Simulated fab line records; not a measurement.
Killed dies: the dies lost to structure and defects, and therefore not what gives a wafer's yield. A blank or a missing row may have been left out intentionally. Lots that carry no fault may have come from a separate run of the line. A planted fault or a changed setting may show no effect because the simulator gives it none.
Chamber matching    flow nand_harc    rie_diel-02 running NHARC_P_GATE_DESCUM_48: 4 sister chambers
The step chemistry O2, time 3 s. 18 wafers are shown with their chamber, then 9 later ones without.

== WAFERS, EACH WITH ITS CHAMBER ==
wafer   chamber  showerhead_plenum_p_Torr (Torr)  drypump_motor_current_A (A)  throttle_valve_pct (%)
L075.1  3        2.02                             6.2                          11.301
L075.4  1        1.94                             5.4                          11.309
L075.5  0        1.96                             5.5                          11.299
L077.3  1        1.94                             5.3                          11.309
L077.4  2        1.84                             5.3                          11.302
L077.6  1        1.94                             5.4                          11.301
L079.1  1        1.94                             5.4                          11.307
L079.2  2        1.84                             5.3                          11.323
L079.4  3        2.02                             6.2                          11.321
L080.4  2        1.84                             5.3                          11.311
L080.5  3        2.02                             6.2                          11.336
L080.6  0        1.96                             5.6                          11.304
L081.2  2        1.84                             5.3                          11.306
L081.5  0        1.96                             5.6                          11.320
L081.6  1        1.94                             5.4                          11.300
L087.2  2        1.84                             5.3                          11.327
L087.4  3        2.01                             6.2                          11.317
L087.5  2        1.84                             5.3                          11.303

SIGNATURES (averages over the wafers above)
reading                   chamber 0  chamber 1  chamber 2  chamber 3  scatter within a chamber
showerhead_plenum_p_Torr  1.9600     1.9400     1.8400     2.0175     0.00231
drypump_motor_current_A   5.567      5.380      5.300      6.200      0.0324
throttle_valve_pct        11.30767   11.30520   11.31200   11.31875   0.0104
Rule: a wafer's distance from a chamber is the root of the sum, over the readings, of the square of ((its reading less the chamber's mean) divided by the reading's scatter). If the next closest chamber is less than 2 further off than the closest, the wafer can't be placed; otherwise it belongs to the closest. The scatter is the square root of a quotient: the sum, over the shown wafers, of each reading's squared deviation from its chamber's mean, divided by wafers minus chambers.

== WAFERS WITH NO CHAMBER GIVEN ==
wafer   showerhead_plenum_p_Torr (Torr)  drypump_motor_current_A (A)  throttle_valve_pct (%)
L088.1  2.01                             6.2                          11.307
L088.4  1.93                             5.4                          11.316
L088.5  1.96                             5.6                          11.309
L090.1  1.96                             5.6                          11.310
L090.5  1.84                             5.3                          11.316
L090.6  2.01                             6.2                          11.313
L095.1  1.84                             5.3                          11.296
L095.2  1.93                             5.3                          11.304
L095.5  1.84                             5.3                          11.316

== THE CHAMBER EACH PASSED THROUGH ==
wafer   from the rows above  in truth
L088.1  3                    3
L088.4  1                    1
L088.5  0                    0
L090.1  0                    0
L090.5  2                    2
L090.6  3                    3
L095.1  2                    2
L095.2  1                    1
L095.5  2                    2
Correct placement for 9 of the 9. Not placeable from these rows: 0. 0 placed wrongly.
